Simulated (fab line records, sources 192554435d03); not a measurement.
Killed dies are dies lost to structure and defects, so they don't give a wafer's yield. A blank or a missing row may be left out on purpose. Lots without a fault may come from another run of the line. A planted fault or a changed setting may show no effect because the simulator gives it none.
Chamber matching | flow n5_finfet | N5_PASSIVATION_STRIP_34 on rie_diel-04: 4 sister chambers
The step strips in O2. 14 wafers are shown with their chamber, then 6 later ones without.

WAFERS WITH THEIR CHAMBER
wafer  | chamber | showerhead_plenum_p_Torr (Torr) | drypump_motor_current_A (A) | throttle_valve_pct (%)
L378.2 | 1       | 2.15                            | 5.9                         | 16.50
L378.3 | 3       | 1.99                            | 5.8                         | 16.89
L378.6 | 3       | 1.99                            | 5.7                         | 16.91
L379.1 | 2       | 2.11                            | 5.8                         | 16.84
L379.2 | 1       | 2.15                            | 5.9                         | 16.52
L379.5 | 1       | 2.15                            | 5.9                         | 16.51
L380.2 | 2       | 2.11                            | 5.8                         | 16.84
L380.5 | 0       | 2.09                            | 4.7                         | 16.44
L380.6 | 1       | 2.15                            | 5.9                         | 16.56
L391.1 | 2       | 2.11                            | 5.8                         | 16.86
L391.2 | 3       | 1.98                            | 5.8                         | 16.96
L391.3 | 0       | 2.09                            | 4.8                         | 16.49
L393.1 | 0       | 2.09                            | 4.7                         | 16.51
L393.2 | 3       | 1.98                            | 5.8                         | 17.00

SIGNATURES (means of the wafers above)
reading                  | chamber 0 | chamber 1 | chamber 2 | chamber 3 | scatter within a chamber
showerhead_plenum_p_Torr | 2.0900    | 2.1500    | 2.1100    | 1.9850    | 0.00316
drypump_motor_current_A  | 4.733     | 5.900     | 5.800     | 5.775     | 0.0376
throttle_valve_pct       | 16.4800   | 16.5225   | 16.8467   | 16.9400   | 0.0351
Rule: a wafer's distance from a chamber is the root of the sum, over the readings, of the square of ((its reading less the chamber's mean) divided by the reading's scatter). The wafer belongs to the nearest chamber; if the next one is less than 2 further off, it can't be placed. The scatter: the root of (the sum of the squares of (reading less its chamber's mean) over the shown wafers, divided by (wafers less chambers)).

WAFERS WITHOUT THEIR CHAMBER
wafer  | showerhead_plenum_p_Torr (Torr) | drypump_motor_current_A (A) | throttle_valve_pct (%)
L393.3 | 2.11                            | 5.8                         | 16.89
L396.4 | 1.97                            | 5.8                         | 17.01
L396.5 | 2.10                            | 5.8                         | 16.92
L396.6 | 2.08                            | 4.7                         | 16.57
L401.2 | 2.09                            | 5.8                         | 16.95
L401.3 | 2.13                            | 5.9                         | 16.09

WHICH CHAMBER EACH WENT THROUGH
wafer  | from the rows above | in truth
L393.3 | 2                   | 2
L396.4 | 3                   | 3
L396.5 | 2                   | 2
L396.6 | 0                   | 0
L401.2 | 2                   | 2
L401.3 | 1                   | 1
Placed correctly: 6 of 6. Can't be placed from these rows: 0. Placed wrongly: 0.
